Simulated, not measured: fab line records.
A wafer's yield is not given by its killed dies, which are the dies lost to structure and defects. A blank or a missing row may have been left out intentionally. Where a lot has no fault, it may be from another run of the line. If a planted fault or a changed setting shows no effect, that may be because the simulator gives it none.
What tool caused it?    flow n5Finfet    at 1 step of a route of 1938, 10 lots with 30 wafers sampled

## WHAT THE GAUGES SHOWED, per wafer
N5_BEOL_M10_CD_MEAS_11: the cd target is 64.1 nm.
lot   measured      on        cdNm (nm)
L930  day 12 06:52  cdSem-02  63.4 63.8 63.7
L932  day 12 09:55  cdSem-03  64.0 63.9 64.4
L934  day 12 19:06  cdSem-02  63.5 64.7 64.6
L935  day 12 19:25  cdSem-03  64.1 63.6 64.2
L933  day 13 03:50  cdSem-03  64.3 64.6 64.3
L942  day 16 09:13  cdSem-01  64.6 64.6 64.1
L946  day 17 14:58  cdSem-03  64.3 64.7 63.9
L944  day 17 15:01  cdSem-01  63.7 63.6 63.3
L950  day 17 22:15  cdSem-01  64.5 64.5 64.3
L949  day 18 10:10  cdSem-03  64.6 64.4 63.6

## WHAT TOOL EACH LOT RAN ON (gives the tool, then ch and the chambers of the sampled wafers, and finally the start)
Before these readings, the record contains no process step.

## AS READ BY THE TOOLS THEMSELVES (means over the sampled wafers that have a number; for cases with no such wafer, the mark the record gives instead)
The record holds no such reading with a usual standard deviation.

## THE ANSWER, worked out from the rows above alone
Rule: what is usual is taken from the lots themselves. The widest of any qualifying gaps counts: lots, ordered by their means at a reading, are off when they make up no more than a third of the lots, leave a main group of 4 or more, and stand apart from it by 3 or more times the standard deviation of that group's means. If all means in a main group match to the digits the tables above print for the reading, that group is not used. A lot without any number at a reading at which 4 lots or more have one is off too. Where the step has rows for the other lots, those lots are counted as sound. After the gauges, taken in route order, come the tools' own readings; for these a lot's mean is taken, as printed above. The first step at which some lot is off is used, and at that step the reading that is off furthest; a lot without a number counts as furthest.
None of the lots is off at any reading shown; this tells nothing.

## WHAT WAS PUT IN BY THE SIMULATOR
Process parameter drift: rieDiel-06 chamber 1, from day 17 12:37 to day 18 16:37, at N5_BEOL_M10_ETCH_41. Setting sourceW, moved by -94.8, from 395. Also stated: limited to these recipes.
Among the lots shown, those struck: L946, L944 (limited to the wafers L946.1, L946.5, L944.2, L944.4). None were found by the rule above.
